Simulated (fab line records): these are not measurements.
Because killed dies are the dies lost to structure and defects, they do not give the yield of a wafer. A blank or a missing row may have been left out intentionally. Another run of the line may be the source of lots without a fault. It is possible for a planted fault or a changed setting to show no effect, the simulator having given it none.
Chamber matching    flow nand harc    NHARC_P_M2_ETCH_35 on rie diel-06: 4 sister chambers
The step etches the open film in N2/H2, target depth 40 nm, overetch 12 nm, time 43.94 s. 42 wafers are shown with their chamber, then 12 later ones without.

## WAFERS PAIRED WITH THEIR CHAMBERS
wafer   chamber  showerhead plenum p Torr (Torr)  drypump motor current A (A)  rf vpp V (V)
L074.1  3        2.03                             6.6                          430.2
L074.2  2        1.90                             5.7                          425.6
L074.3  1        1.95                             5.4                          428.1
L076.1  2        1.90                             5.7                          426.5
L076.2  3        2.03                             6.6                          430.6
L076.3  1        1.95                             5.4                          427.7
L075.2  2        1.90                             5.7                          425.1
L075.3  3        2.03                             6.6                          430.1
L075.5  1        1.95                             5.3                          428.8
L078.2  2        1.90                             5.7                          426.6
L078.4  0        2.20                             5.6                          434.6
L078.5  0        2.21                             5.6                          435.1
L080.1  2        1.90                             5.7                          426.9
L080.2  0        2.20                             5.6                          434.8
L080.4  3        2.03                             6.6                          430.9
L081.3  0        2.20                             5.6                          435.7
L081.5  0        2.21                             5.6                          435.7
L081.6  3        2.03                             6.6                          431.6
L083.1  3        2.03                             6.6                          430.3
L083.5  1        1.95                             5.4                          427.7
L083.6  0        2.20                             5.6                          435.2
L085.2  3        2.03                             6.6                          430.4
L085.3  0        2.20                             5.6                          434.7
L085.5  0        2.20                             5.6                          434.3
L084.4  2        1.90                             5.7                          425.6
L084.5  3        2.03                             6.6                          430.2
L084.6  0        2.20                             5.6                          435.1
L086.1  0        2.20                             5.6                          435.7
L086.2  3        2.03                             6.6                          430.3
L086.3  2        1.90                             5.7                          425.4
L087.3  2        1.90                             5.7                          426.1
L087.5  1        1.95                             5.3                          428.6
L087.6  2        1.90                             5.7                          426.3
L088.3  1        1.95                             5.4                          429.6
L088.5  3        2.03                             6.6                          430.7
L088.6  2        1.90                             5.7                          426.3
L089.2  0        2.20                             5.6                          435.3
L089.3  2        1.90                             5.7                          427.2
L089.5  1        1.95                             5.3                          427.7
L091.1  3        2.03                             6.6                          430.7
L091.3  0        2.20                             5.6                          435.9
L091.4  2        1.90                             5.7                          427.0

SIGNATURES, as means of the wafers listed above
reading                   chamber 0  chamber 1  chamber 2  chamber 3  scatter within a chamber
showerhead plenum p Torr  2.2017     1.9500     1.9000     2.0300     0.00209
drypump motor current A   5.600      5.357      5.700      6.600      0.0212
rf vpp V                  435.175    428.314    426.217    430.545    0.581
Rule: a wafer's distance from a chamber is the root of the sum, over the readings, of the square of ((its reading less the chamber's mean) divided by the reading's scatter). If the next closest chamber is less than 2 further off than the closest, the wafer can't be placed; otherwise it belongs to the closest. How the scatter is found: for the shown wafers, subtract from each reading the mean of its chamber, square and add these, divide the total by (wafers less chambers), then take the root.

## WAFERS WITH NO CHAMBER GIVEN
wafer   showerhead plenum p Torr (Torr)  drypump motor current A (A)  rf vpp V (V)
L092.1  2.20                             5.6                          435.1
L092.2  1.95                             5.3                          428.3
L092.4  2.03                             6.6                          429.5
L093.1  1.90                             5.7                          426.3
L093.3  1.95                             5.4                          429.1
L093.6  1.90                             5.7                          425.4
L095.3  2.03                             6.6                          430.8
L095.5  2.03                             6.6                          430.5
L095.6  1.90                             5.7                          428.1
L096.1  2.20                             5.6                          434.1
L096.5  2.20                             5.6                          435.6
L096.6  1.95                             5.4                          427.5

## WHICH CHAMBER EACH WENT THROUGH
wafer   from the rows above  in truth
L092.1  0                    0
L092.2  1                    1
L092.4  3                    3
L093.1  2                    2
L093.3  1                    1
L093.6  2                    2
L095.3  3                    3
L095.5  3                    3
L095.6  2                    2
L096.1  0                    0
L096.5  0                    0
L096.6  1                    1
12 of 12 placed correctly. From these rows, 0 cannot be placed. Number placed wrongly: 0.
